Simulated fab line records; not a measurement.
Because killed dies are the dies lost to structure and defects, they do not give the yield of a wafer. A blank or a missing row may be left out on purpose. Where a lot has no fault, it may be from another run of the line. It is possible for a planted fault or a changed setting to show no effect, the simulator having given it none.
fab line records	flow n5_finfet
[record] lots = 7	wafers = 21
route steps=1938 shown BEOL_M11@1578 BEOL_M12@1648 BEOL_M13@1659 BEOL_M14@1716
start_h: hours from the record's first day to the start of the lot's first wafer shown	wait_h: hours since the lot's step before	" identical to the entry in the row above	L1.1+2: one row covering several wafers at once	- no value, or no start given	* or withheld: withheld	< > ~ a bound
route shown NAME@n: NAME is a module with steps in the file, n the number in the route of the first one	usual: mean/standard deviation of fault-free wafers	same: alike in all rows	chamber/n: place in a boat	sites: the reading at each site	_std_site: standard deviation across them	_edge_site: inner sites' mean taken away from outer sites' mean	radius_mm: for every site, how far away it sits from the centre of the wafer	mask NAME#n: copy n	behind: the tool/chamber that last shaped the wafer	hold: what put the lot on hold/how long, in hours/how the hold closed	device: the transistor (n, p or np) that didn't switch	end of line: the tests these same wafers got at the end of their route	for a step that has no rows: nothing shown but its recipe	killed: at the first sort, the dies lost to defects and structure; wafer yield is something else	map: a wafer's dies, marking killed ones x, the rest . and places with no die _
set.NAME: the setting the step ran with; set.NAME@STEP: the setting that earlier step ran with	model.NAME: the simulator's own value behind a step, which no gauge read
lots whose settings were changed on purpose; a table a step, a row a wafer
[[steps]]
[step N5_BEOL_M11_TRENCH_ETCH_37]
[recipe] chemistry = C4F6/O2	target_depth_a = 1488.3	target = SiCOH_lowk	time_s = 48	ion_energy_ev = 250	pressure_mtorr = 30	source_w = 345	bias_w = 185	Ar_flow_sccm = 300	C4F6_flow_sccm = 10	O2_flow_sccm = 10
lot.wafer	tool	chamber	start_h	wait_h	set.time_s	model.BEOL_M11.feature_depth_nm	model.etch.depth_nm
L075.1	rie_diel-04	0	-	-	37.74	114.8	114.9
L075.2	"	1	"	"	37.74	113.8	113.8
L075.6	"	2	"	"	48	150.4	150.5
L077.2	rie_diel-03	0	-	-	48	143.4	143.4
L077.5	"	2	"	"	48	148.8	148.8
L077.6	"	1	"	"	48	144.4	144.5
L081.1	rie_diel-03	3	-	-	48	155.4	155.5
L081.3	"	1	"	"	48	147.4	147.4
L081.6	"	0	"	"	58.3	179.6	179.7
L083.3	rie_diel-06	1	-	-	48	152.6	152.6
L083.4	"	1	"	"	48	151	151
L083.5	"	0	"	"	53.48	159.6	159.6
L084.1	rie_diel-04	3	-	-	40.95	124.6	124.7
L084.5	"	2	"	"	40.95	131.2	131.1
L084.6	"	1	"	"	48	147.6	147.6
L096.1	rie_diel-06	3	-	-	48	149.8	149.8
L096.4	"	1	"	"	48	150.4	150.5
L096.6	"	2	"	"	48	154.4	154.4
L095.1	rie_diel-06	0	-	-	48	142.6	142.5
L095.2	"	1	"	"	48	150	149.9
L095.3	"	3	"	"	48	149.6	149.5
[step N5_BEOL_M11_ETCH_41]
[recipe] chemistry = CH3F/O2	target = SiCN	target_depth_a = 426	taper_deg = 2	time_s = 86	ion_energy_ev = 120	mask_material = TiN	pressure_mtorr = 30	source_w = 395	bias_w = 75	Ar_flow_sccm = 150	CH3F_flow_sccm = 30	O2_flow_sccm = 20
[step N5_BEOL_M11_STRIP_77]
[recipe] chemistry = N2/H2	time_s = 10	power_w = 450	temp_c = 40	pressure_mtorr = 20	rf_frequency_hz = 6e+07	bias_power_w = 7	n2_flow_sccm = 200	h2_flow_sccm = 200
[step N5_BEOL_M11_OCD_MEAS_38]
[usual] trench_depth_nm = 148/3.6
lot.wafer	tool	chamber	start_h	wait_h	set.time_s@BEOL_M11_TRENCH_ETCH_37	trench_depth_nm
L075.1	ocd-01	-	254.57	-	37.74	115
L075.2	"	-	"	"	37.74	114
L075.6	"	-	"	"	48	151
L077.2	ocd-02	-	271.42	-	48	144
L077.5	"	-	"	"	48	149
L077.6	"	-	"	"	48	144
L081.1	ocd-01	-	287.98	-	48	155
L081.3	"	-	"	"	48	147
L081.6	"	-	"	"	58.3	179
L083.3	ocd-02	-	293.10	-	48	153
L083.4	"	-	"	"	48	151
L083.5	"	-	"	"	53.48	160
L084.1	ocd-01	-	295.81	-	40.95	125
L084.5	"	-	"	"	40.95	131
L084.6	"	-	"	"	48	148
L096.1	ocd-01	-	367.14	-	48	150
L096.4	"	-	"	"	48	150
L096.6	"	-	"	"	48	154
L095.1	ocd-01	-	377.10	-	48	143
L095.2	"	-	"	"	48	149
L095.3	"	-	"	"	48	149
[step N5_BEOL_M11_HM_STRIP_39]
[recipe] chemistry = peroxide_tin_strip	material = TiN	target_depth_a = 250	temp_c = 50	time_s = 158
lot.wafer	tool	chamber	start_h	wait_h	set.temp_c@BEOL_M11_PECVD_70	model.SiO2_of_BEOL_M11_PECVD_70.thk_nm
L075.1+2	wet_bench-01	6,1	254.61	0.0	400	19.8
L075.6	"	0	"	"	400	20.4
L077.2	wet_bench-06	7	271.45	0.0	400	19.8
L077.5	"	3	"	"	400	20.2
L077.6	"	2	"	"	387	21.8
L081.1	wet_bench-01	4	288.01	0.0	400	19.6
L081.3	"	5	"	"	390.6	21.2
L081.6	"	6	"	"	390.6	21.4
L083.3	wet_bench-05	3	293.13	0.0	400	19.8
L083.4	"	0	"	"	385.5	21.8
L083.5	"	2	"	"	385.5	21.4
L084.1+5	wet_bench-06	4,1	295.84	0.0	408.5	19
L084.6	"	7	"	"	408.5	19.4
L096.1	wet_bench-06	5	367.17	0.0	387.1	21.2
L096.4	"	0	"	"	400	19.6
L096.6	"	3	"	"	387.1	21.4
L095.1+2+3	wet_bench-01	2,5,7	377.13	0.0	400	19.8
[step N5_BEOL_M11_SRD_40]
[recipe] time_s = 30	temp_c = 23	rinse_liquid = diw	dry = ipa_marangoni
[step N5_BEOL_M11_PRECLEAN_42]
[recipe] chemistry = residue_remover	time_s = 60	temp_c = 40
[step N5_BEOL_M11_ECD_50]
[recipe] material = Cu	target_thk_a = 3180
[step N5_BEOL_M11_ANNEAL_51]
[recipe] temp_c = 225	time_s = 90	ambient = N2
[step N5_BEOL_M11_CMP_52]
[recipe] stop_on = SiCOH_lowk	t_overpolish_s = 7	down_force_psi = 1	platen_rpm = 50	clearing_platen_down_force_psi = 1.5	clearing_platen_rpm = 50	post_cmp_clean = cu_alkaline	target_thk_nm = 140	clearing_platen_pad_velocity_m_s = 0.99484	pad_velocity_m_s = 0.99484
lot.wafer	tool	chamber	start_h	wait_h	set.time_s@BEOL_M11_TRENCH_ETCH_37	model.Cu_of_BEOL_M11_ECD_50.thk_nm
L075.1	cmp-03	0	257.87	0.3	37.74	106
L075.2	"	1	"	"	37.74	105
L075.6	"	1	"	"	48	142
L077.2	cmp-04	1	274.01	0.3	48	133.6
L077.6	"	3	"	"	48	133.4
L077.5	"	0	"	"	48	139
L081.3	cmp-02	2	291.36	0.3	48	136.4
L081.1	"	0	"	"	48	145.2
L081.6	"	2	"	"	58.3	168.8
L083.3	cmp-03	3	295.47	0.2	48	142.8
L083.4	"	1	"	"	48	140.6
L083.5	"	3	"	"	53.48	150.4
L084.1	cmp-02	1	299.70	0.3	40.95	117
L084.5	"	3	"	"	40.95	126.2
L084.6	"	0	"	"	48	140
L096.4	cmp-03	0	371.12	0.2	48	141.8
L096.1	"	3	"	"	48	142.2
L096.6	"	0	"	"	48	145
L095.2	cmp-03	1	379.36	0.2	48	141.2
L095.3	"	3	"	"	48	140.2
L095.1	"	0	"	"	48	132.8
[step N5_BEOL_M11_THK_MEAS_53]
[recipe] thk_meas_gauge = xrf	reads = Cu_of_BEOL_M11_ECD_50
[usual] M11_THK = 139/4.1
lot.wafer	tool	chamber	start_h	wait_h	set.time_s@BEOL_M11_TRENCH_ETCH_37	M11_THK[nm]
L075.1	film_metro-01	-	258.16	-	37.74	106
L075.2	"	-	"	"	37.74	104
L075.6	"	-	"	"	48	141
L077.2	film_metro-01	-	274.23	-	48	133
L077.5	"	-	"	"	48	139
L077.6	"	-	"	"	48	132
L081.1	film_metro-01	-	291.61	-	48	146
L081.3	"	-	"	"	48	136
L081.6	"	-	"	"	58.3	169
L083.3	film_metro-02	-	295.77	-	48	143
L083.4	"	-	"	"	48	141
L083.5	"	-	"	"	53.48	150
L084.1	film_metro-02	-	299.91	-	40.95	118
L084.5	"	-	"	"	40.95	126
L084.6	"	-	"	"	48	140
L096.1	film_metro-01	-	371.41	-	48	144
L096.4	"	-	"	"	48	143
L096.6	"	-	"	"	48	146
L095.1	film_metro-01	-	379.66	-	48	133
L095.2	"	-	"	"	48	141
L095.3	"	-	"	"	48	141
[step N5_BEOL_M11_PRE_CLEAN_55]
[recipe] gas = NH3	time_s = 15	temp_c = withheld	rf_power_w = 300
[step N5_BEOL_M11_DEP_56]
[recipe] material = SiCN	target_thk_a = 300	temp_c = withheld	precursor = 3MS/NH3	pressure_torr = 3	rf_w = 675	time_s = 10.5
[step N5_BEOL_M11_RS_MEAS_57]
[recipe] thk_meas_gauge = four-point-probe	reads = Cu_of_BEOL_M11_ECD_50+Co_of_BEOL_M11_CVD_75+TaN_of_BEOL_M11_ALD_74
[usual] M11_RS = 0.153/0.0048
lot.wafer	tool	chamber	start_h	wait_h	set.time_s@BEOL_M11_TRENCH_ETCH_37	M11_RS[ohm/sq]
L075.1	film_metro-02	-	258.29	0.0	37.74	0.206
L075.2	"	-	"	"	37.74	0.208
L075.6	"	-	"	"	48	0.148
L077.2	film_metro-01	-	274.35	0.0	48	0.159
L077.5	"	-	"	"	48	0.152
L077.6	"	-	"	"	48	0.159
L081.1	film_metro-01	-	291.74	0.0	48	0.145
L081.3	"	-	"	"	48	0.155
L081.6	"	-	"	"	58.3	0.123
L083.3	film_metro-01	-	295.89	0.0	48	0.148
L083.4	"	-	"	"	48	0.150
L083.5	"	-	"	"	53.48	0.140
L084.1	film_metro-02	-	300.04	0.0	40.95	0.184
L084.5	"	-	"	"	40.95	0.169
L084.6	"	-	"	"	48	0.151
L096.1	film_metro-02	-	371.54	0.0	48	0.148
L096.4	"	-	"	"	48	0.149
L096.6	"	-	"	"	48	0.145
L095.1	film_metro-01	-	379.78	0.0	48	0.160
L095.2	"	-	"	"	48	0.150
L095.3	"	-	"	"	48	0.151
[step N5_BEOL_M12_SPUTTER_43]
[recipe] material = TaN	target_thk_a = 150	temp_c = 50	bias_v = 168.6	power_w = 15000	chamber_pressure_pa = 0.12	time_s = 24.19
lot.wafer	tool	chamber	start_h	wait_h	set.time_s	model.TaN_of_BEOL_M12_SPUTTER_43.thk_nm
L075.1	pvd_sputter-02	-	263.24	0.0	24.19	15
L075.2+6	"	-	"	"	24.19	15.2
L077.2+5	pvd_sputter-03	-	277.09	0.0	24.19	14.8
L077.6	"	-	"	"	20.77	12.6
L081.1	pvd_sputter-02	-	299.96	0.0	24.19	15
L081.3	"	-	"	"	27.65	16.6
L081.6	"	-	"	"	24.19	14.8
L083.3+5	pvd_sputter-02	-	301.18	0.0	24.19	14.8
L083.4	"	-	"	"	27.01	16.6
L084.1+5+6	pvd_sputter-03	-	305.08	0.0	24.19	14.8
L096.1	pvd_sputter-02	-	374.66	0.0	25.56	16
L096.4	"	-	"	"	24.19	14.6
L096.6	"	-	"	"	25.56	15.8
L095.1	pvd_sputter-02	-	383.52	0.0	24.19	15.4
L095.2	"	-	"	"	24.19	15
L095.3	"	-	"	"	24.19	15.2
[step N5_BEOL_M13_ILD_DEP_00]
[recipe] material = SiOC	target_thk_a = 8379.2	temp_c = 350	precursor = DEMS/O2	pressure_torr = 5	rf_w = 500	time_s = 166.4
lot.wafer	tool	chamber	start_h	wait_h	set.time_s	model.SiOC_of_BEOL_M13_ILD_DEP_00.thk_nm
L075.1	pecvd-01	1	264.44	0.0	166.4	823
L075.2	"	2	"	"	166.4	836
L075.6	"	2	"	"	166.4	846.2
L077.2	pecvd-04	1	279.08	0.0	166.4	819
L077.5	"	0	"	"	184.3	926
L077.6	"	2	"	"	166.4	843
L081.1	pecvd-01	1	301.40	0.0	166.4	851.4
L081.3	"	2	"	"	166.4	858.4
L081.6	"	1	"	"	166.4	864.4
L083.3	pecvd-01	0	302.44	0.0	187.9	944
L083.4	"	1	"	"	166.4	846.6
L083.5	"	0	"	"	187.9	960.2
L084.1	pecvd-04	2	306.28	0.0	157.6	789
L084.5	"	2	"	"	166.4	847.8
L084.6	"	1	"	"	166.4	830.2
L096.1	pecvd-04	1	375.90	0.0	166.4	833.6
L096.4	"	0	"	"	166.4	825.6
L096.6	"	1	"	"	166.4	842.2
L095.1	pecvd-01	0	384.89	0.0	166.4	825
L095.2	"	1	"	"	166.4	818.6
L095.3	"	2	"	"	166.4	837.4
[step N5_BEOL_M13_THK_MEAS_01]
[recipe] reads = SiOC_of_BEOL_M13_ILD_DEP_00
[usual] M13_ILD_THK = 841/14
lot.wafer	tool	chamber	start_h	wait_h	set.time_s@BEOL_M13_ILD_DEP_00	M13_ILD_THK[nm]
L075.1	film_metro-02	-	264.59	0.1	166.4	823
L075.2	"	-	"	"	166.4	835
L075.6	"	-	"	"	166.4	846
L077.2	film_metro-02	-	279.24	0.1	166.4	819
L077.5	"	-	"	"	184.3	926
L077.6	"	-	"	"	166.4	843
L081.1	film_metro-02	-	301.55	0.1	166.4	851
L081.3	"	-	"	"	166.4	858
L081.6	"	-	"	"	166.4	864
L083.3	film_metro-02	-	302.59	0.1	187.9	943
L083.4	"	-	"	"	166.4	846
L083.5	"	-	"	"	187.9	960
L084.1	film_metro-01	-	306.43	0.1	157.6	788
L084.5	"	-	"	"	166.4	847
L084.6	"	-	"	"	166.4	830
L096.1	film_metro-01	-	376.05	0.1	166.4	833
L096.4	"	-	"	"	166.4	826
L096.6	"	-	"	"	166.4	842
L095.1	film_metro-02	-	385.04	0.1	166.4	825
L095.2	"	-	"	"	166.4	818
L095.3	"	-	"	"	166.4	837
[step N5_BEOL_M13_COAT_58]
[recipe] resist = BARC	temp_c = 205	time_s = 60	spin_rpm = 1500	resist_thk_nm = 89
[step N5_BEOL_M13_COAT_04]
[recipe] spin_rpm = 1625	resist_thk_nm = 400
[step N5_BEOL_M13_DESCUM_15]
[recipe] chemistry = O2	time_s = 7.9	source_power_w = 50	bias_power_w = 20	pressure_mtorr = 20	rf_frequency_hz = 2.712e+07	temp_c = 40	o2_flow_sccm = 225
[step N5_BEOL_M13_ETCH_59]
[recipe] chemistry = N2/H2	target = BARC	target_depth_a = 890	overetch_a = 267	time_s = 67.9	ion_energy_ev = 200	pressure_mtorr = 30	source_w = 840	bias_w = 150	n2_flow_sccm = 200	h2_flow_sccm = 200
[step N5_BEOL_M13_VIA_ETCH_16]
[recipe] chemistry = C4F8/O2/Ar	target = SiOC	pressure_mtorr = 30	source_w = 3000	bias_w = 700	Ar_flow_sccm = 400	C4F8_flow_sccm = 15	O2_flow_sccm = 8	he_inner_torr = 15	he_outer_torr = 30	target_depth_a = 9217	time_s = withheld	ion_energy_ev = 250	ends = cleared
lot.wafer	tool	chamber	start_h	wait_h	set.time_s@BEOL_M13_ILD_DEP_00	model.etch.depth_nm	model.coat_of_BEOL_M13_COAT_04.thk_nm
L075.1	rie_diel-04	3	265.19	0.0	*	823	77.2
L075.2	"	1	"	"	*	836	71
L075.6	"	3	"	"	*	846.1	70.6
L077.2	rie_diel-04	0	279.71	0.0	*	819.1	74.2
L077.5	"	2	"	"	*	926	40.4
L077.6	"	0	"	"	*	843.1	66.8
L081.1	rie_diel-03	0	302.04	0.0	*	851.4	68.6
L081.3	"	3	"	"	*	858.3	62.4
L081.6	"	0	"	"	*	864.3	66.4
L083.3	rie_diel-06	0	303.21	0.0	*	944	44
L083.4	"	2	"	"	*	846.5	65.6
L083.5	"	2	"	"	*	960.2	33.4
L084.1	rie_diel-03	0	306.91	0.0	*	789.1	89
L084.5	"	0	"	"	*	847.8	70
L084.6	"	3	"	"	*	830.1	70.2
L096.1	rie_diel-03	3	376.75	0.0	*	833.5	69.8
L096.4	"	1	"	"	*	825.7	75.6
L096.6	"	3	"	"	*	842.2	67.8
L095.1	rie_diel-03	3	385.52	0.0	*	825	74
L095.2	"	1	"	"	*	818.6	81.2
L095.3	"	0	"	"	*	837.4	75.4
[step N5_BEOL_M13_STRIP_63]
[recipe] chemistry = N2/H2	power_w = 1000	temp_c = 250	h2_frac = 0.65	overash_fraction = 0.3	pressure_mtorr = 1000	n2_flow_sccm = 1750	h2_flow_sccm = 3250
[usual] strip_time_to_endpoint_s = 27.7/1.4
lot.wafer	tool	chamber	start_h	wait_h	set.time_s@BEOL_M13_ILD_DEP_00	strip_time_to_endpoint_s
L075.1	plasma_asher-01	0	265.43	-	166.4	29.7
L075.2	"	1	"	"	166.4	28.0
L075.6	"	1	"	"	166.4	27.9
L077.2	plasma_asher-01	1	279.95	-	166.4	28.9
L077.5	"	1	"	"	184.3	18.5
L077.6	"	0	"	"	166.4	26.7
L081.1	plasma_asher-01	0	302.27	-	166.4	27.3
L081.3	"	0	"	"	166.4	25.4
L081.6	"	0	"	"	166.4	26.6
L083.3	plasma_asher-02	1	303.46	-	187.9	19.7
L083.4	"	0	"	"	166.4	26.3
L083.5	"	0	"	"	187.9	16.2
L084.1	plasma_asher-01	1	307.15	-	157.6	33.1
L084.5	"	1	"	"	166.4	27.7
L084.6	"	0	"	"	166.4	27.7
L096.1	plasma_asher-01	0	376.98	-	166.4	27.6
L096.4	"	0	"	"	166.4	29.3
L096.6	"	1	"	"	166.4	27.0
L095.1	plasma_asher-01	0	385.75	-	166.4	28.8
L095.2	"	1	"	"	166.4	30.9
L095.3	"	1	"	"	166.4	29.3
[step N5_BEOL_M13_STRIP_64]
[recipe] chemistry = N2/H2	power_w = 1000	temp_c = 250	h2_frac = 0.65	overash_fraction = 0.3	pressure_mtorr = withheld	n2_flow_sccm = 1750	h2_flow_sccm = 3250
[step N5_BEOL_M13_STRIP_71]
[recipe] chemistry = post_etch_residue_remover	time_s = 60	temp_c = 25	remover_ph = withheld	remover_water_wt_pct = withheld	remover_fluoride_wt_pct = withheld
[step N5_BEOL_M13_STRIP_37]
[recipe] chemistry = N2/H2	power_w = 1000	temp_c = 250	h2_frac = 0.65	overash_fraction = 0.3	pressure_mtorr = withheld	n2_flow_sccm = 1750	h2_flow_sccm = 3250
[step N5_BEOL_M13_ETCH_38]
[recipe] chemistry = CF4/N2	target = SiCN	target_depth_a = 675	taper_deg = 2	time_s = 71.9	ion_energy_ev = 150	mask_material = SiO2	pressure_mtorr = 40	source_w = 430	bias_w = 70	Ar_flow_sccm = 100	cf4_flow_sccm = 60	n2_flow_sccm = 60
lot.wafer	tool	chamber	start_h	wait_h	set.time_s@BEOL_M13_ILD_DEP_00	model.SiOC_of_BEOL_M13_ILD_DEP_00.thk_nm
L075.1	rie_diel-03	1	267.82	-	166.4	776.4
L075.2	"	2	"	"	166.4	786.4
L075.6	"	2	"	"	166.4	797
L077.2	rie_diel-03	3	281.79	-	166.4	769
L077.5	"	1	"	"	184.3	878.8
L077.6	"	2	"	"	166.4	794
L081.1	rie_diel-04	2	305.83	-	166.4	801.6
L081.3	"	0	"	"	166.4	810.6
L081.6	"	1	"	"	166.4	816.6
L083.3	rie_diel-06	3	307.70	-	187.9	895.8
L083.4	"	1	"	"	166.4	796.6
L083.5	"	0	"	"	187.9	915.8
L084.1	rie_diel-04	0	310.30	-	157.6	741.6
L084.5	"	0	"	"	166.4	799.8
L084.6	"	1	"	"	166.4	782.8
L096.1	rie_diel-06	0	380.87	-	166.4	788.8
L096.4	"	1	"	"	166.4	777.2
L096.6	"	1	"	"	166.4	793.8
L095.1	rie_diel-03	0	387.37	-	166.4	778.2
L095.2	"	3	"	"	166.4	770
L095.3	"	1	"	"	166.4	790.4
[step N5_BEOL_M14_ILD_DEP_00]
[recipe] material = SiO2	target_thk_a = 11193	temp_c = 400	precursor = TEOS/O2	pressure_torr = 6.5	rf_w = 900	teos_flow_sccm = 161.4	gas = O2	flow_sccm = 2650	time_s = 237.4
lot.wafer	tool	chamber	start_h	wait_h	set.time_s	model.SiO2_of_BEOL_M14_ILD_DEP_00.thk_nm
L075.1	pecvd-02	2	270.46	0.0	203.9	909
L075.2	"	1	"	"	237.4	1126
L075.6	"	2	"	"	237.4	1080
L077.2	pecvd-02	2	284.49	0.0	237.4	1082
L077.5	"	0	"	"	255.1	1202
L077.6	"	1	"	"	255.1	1239
L081.1	pecvd-01	0	308.07	0.0	254	1168
L081.3	"	0	"	"	237.4	1100
L081.6	"	1	"	"	237.4	1139
L083.3	pecvd-01	0	311.68	0.1	272.9	1258
L083.4	"	1	"	"	237.4	1123
L083.5	"	0	"	"	272.9	1264
L084.1	pecvd-02	1	312.72	0.0	237.4	1124
L084.5	"	2	"	"	237.4	1097
L084.6	"	1	"	"	237.4	1141
L096.1	pecvd-02	0	383.00	0.0	237.4	1098
L096.4	"	0	"	"	214.4	994.4
L096.6	"	2	"	"	214.4	999.4
L095.1	pecvd-02	2	389.20	0.0	237.4	1088
L095.2	"	0	"	"	237.4	1103
L095.3	"	1	"	"	237.4	1118
[step N5_BEOL_M14_THK_MEAS_01]
[recipe] reads = SiO2_of_BEOL_M14_ILD_DEP_00
[usual] M14_ILD_THK = 1110/21
lot.wafer	tool	chamber	start_h	wait_h	set.time_s@BEOL_M14_ILD_DEP_00	M14_ILD_THK[nm]
L075.1	film_metro-02	-	270.65	0.1	203.9	909
L075.2	"	-	"	"	237.4	1126
L075.6	"	-	"	"	237.4	1081
L077.2	film_metro-01	-	284.68	0.1	237.4	1083
L077.5	"	-	"	"	255.1	1201
L077.6	"	-	"	"	255.1	1240
L081.1	film_metro-01	-	308.33	0.2	254	1167
L081.3	"	-	"	"	237.4	1101
L081.6	"	-	"	"	237.4	1138
L083.3	film_metro-02	-	311.87	0.1	272.9	1257
L083.4	"	-	"	"	237.4	1124
L083.5	"	-	"	"	272.9	1264
L084.1	film_metro-02	-	312.91	0.1	237.4	1123
L084.5	"	-	"	"	237.4	1096
L084.6	"	-	"	"	237.4	1141
L096.1	film_metro-02	-	383.19	0.1	237.4	1098
L096.4	"	-	"	"	214.4	994
L096.6	"	-	"	"	214.4	998
L095.1	film_metro-02	-	389.39	0.1	237.4	1088
L095.2	"	-	"	"	237.4	1102
L095.3	"	-	"	"	237.4	1118
[[key]]
[split] step = N5_BEOL_M11_TRENCH_ETCH_37	setting = time_s	stated = 48	by = wafer
[response] step = N5_BEOL_M11_TRENCH_ETCH_37	reading = model.BEOL_M11.feature_depth_nm	change = +1.39	per = 1%	r = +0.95
[response] step = N5_BEOL_M11_TRENCH_ETCH_37	reading = model.etch.depth_nm	change = +1.39	per = 1%	r = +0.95
[response] step = N5_BEOL_M11_OCD_MEAS_38	reading = trench_depth_nm	change = +1.39	per = 1%	r = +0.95
[response] step = N5_BEOL_M11_CMP_52	reading = model.Cu_of_BEOL_M11_ECD_50.thk_nm	change = +1.39	per = 1%	r = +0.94
[response] step = N5_BEOL_M11_THK_MEAS_53	reading = M11_THK	change = +1.36	per = 1%	r = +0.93
[response] step = N5_BEOL_M11_RS_MEAS_57	reading = M11_RS	change = -0.00183	per = 1%	r = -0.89
[split] step = N5_BEOL_M12_SPUTTER_43	setting = time_s	stated = 24.19	by = wafer
[response] step = N5_BEOL_M12_SPUTTER_43	reading = model.TaN_of_BEOL_M12_SPUTTER_43.thk_nm	change = +0.146	per = 1%	r = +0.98
[split] step = N5_BEOL_M13_ILD_DEP_00	setting = time_s	stated = 166.4	by = wafer
[response] step = N5_BEOL_M13_ILD_DEP_00	reading = model.SiOC_of_BEOL_M13_ILD_DEP_00.thk_nm	change = +8.53	per = 1%	r = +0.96
[response] step = N5_BEOL_M13_THK_MEAS_01	reading = M13_ILD_THK	change = +8.52	per = 1%	r = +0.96
[response] step = N5_BEOL_M13_VIA_ETCH_16	reading = model.etch.depth_nm	change = +8.53	per = 1%	r = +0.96
[response] step = N5_BEOL_M13_VIA_ETCH_16	reading = model.coat_of_BEOL_M13_COAT_04.thk_nm	change = -2.48	per = 1%	r = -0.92
[response] step = N5_BEOL_M13_STRIP_63	reading = strip_time_to_endpoint_s	change = *	per = 1%	r = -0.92
[response] step = N5_BEOL_M13_ETCH_38	reading = model.SiOC_of_BEOL_M13_ILD_DEP_00.thk_nm	change = +8.76	per = 1%	r = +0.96
[split] step = N5_BEOL_M14_ILD_DEP_00	setting = time_s	stated = 237.4	by = wafer
[response] step = N5_BEOL_M14_ILD_DEP_00	reading = model.SiO2_of_BEOL_M14_ILD_DEP_00.thk_nm	change = +11.5	per = 1%	r = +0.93
[response] step = N5_BEOL_M14_THK_MEAS_01	reading = M14_ILD_THK	change = +11.5	per = 1%	r = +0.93
split outside_this_file step=N5_BEOL_M11_PECVD_70 setting=temp_c
// split outside_this_file: this setting was split too, and the file shows its column; the key of that split is in another file
